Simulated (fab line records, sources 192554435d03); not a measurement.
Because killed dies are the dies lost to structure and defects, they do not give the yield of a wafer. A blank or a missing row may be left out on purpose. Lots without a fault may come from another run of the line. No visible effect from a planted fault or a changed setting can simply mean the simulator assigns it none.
The same fault as seen by 3 desks | flow n5_finfet | only its own numbers are on each desk; what lay behind them is given at the end

## AT THE TOOL OWNER'S DESK: rie_metal-01
The tool's own readings at N5_PASSIVATION_ETCH_59 (etches TaN in Cl2/BCl3, target depth 65 nm, time 34.9 s): means of the sampled wafers that have a number, for each lot that ran on this tool. If a lot's mean is further than 4 standard deviations from the usual mean, the lot is out of limits and carries the mark OUT (the distance appears in the brackets).
Columns: A = drypump_motor_current_A at N5_PASSIVATION_ETCH_59, usual 6.0 A; B = oes_product_au at N5_PASSIVATION_ETCH_59, usual 0.78 a.u.; C = throttle_valve_pct at N5_PASSIVATION_ETCH_59, usual 21.14 %
lot  | first seen here | A   | B    | C
L225 | day 13 13:58    | 5.8 | 0.76 | 21.11
L231 | day 15 11:47    | 5.8 | 0.89 | 20.80
L233 | day 15 12:41    | 5.8 | 0.88 | 20.80
L232 | day 15 15:17    | 5.8 | 0.88 | 20.79
This desk's verdict: no lot among the 4 shows anything out of limits.

## THE DEFECT DESK
Counts from the inspections along the route, per lot, as means over the sampled wafers that have a number. If a lot's mean is further than 4 standard deviations from the usual mean, the lot is out of limits and carries the mark OUT (the distance appears in the brackets).
Columns: A = raw_defect_count at N5_PASSIVATION_INSPECT_64, usual 2.0
lot  | first seen here | A
L225 | day 13 13:23    | 2.3
L224 | day 13 13:32    | 3.3
L231 | day 15 11:06    | 1.0
L233 | day 15 12:08    | 1.0
L232 | day 15 14:01    | 2.0
L239 | day 17 05:55    | 3.3
L240 | day 17 18:09    | 2.7
This desk's verdict: no lot among the 7 shows anything out of limits.

## THE METROLOGY DESK
Means of the sampled wafers that have a number, per lot and without regard to the tool the lot ran on: this is what the gauges read. If a lot's mean is further than 4 standard deviations from the usual mean, the lot is out of limits and carries the mark OUT (the distance appears in the brackets).
Columns: A = cd_nm at N5_PASSIVATION_CD_MEAS_30, usual 4000.3 nm; B = PAD_OVL at N5_PASSIVATION_OVL_MEAS_63, usual 1 nm
lot  | first seen here | A      | B
L225 | day 13 13:20    | 4001.4 | 3
L224 | day 13 13:29    | 4001.3 | 0
L231 | day 15 11:03    | 3999.7 | 4
L233 | day 15 12:05    | 3998.6 | 4
L232 | day 15 13:58    | 3998.8 | 6
L239 | day 17 05:52    | 3999.4 | 0
L240 | day 17 18:05    | 4002.2 | -1
This desk's verdict: no lot among the 7 shows anything out of limits.

## TAKEN TOGETHER
The desk of the tool owner found nothing out of limits.
The defect desk saw nothing out of limits.
Metrology desk: nothing out of limits seen.

## WHAT WAS PUT IN BY THE SIMULATOR
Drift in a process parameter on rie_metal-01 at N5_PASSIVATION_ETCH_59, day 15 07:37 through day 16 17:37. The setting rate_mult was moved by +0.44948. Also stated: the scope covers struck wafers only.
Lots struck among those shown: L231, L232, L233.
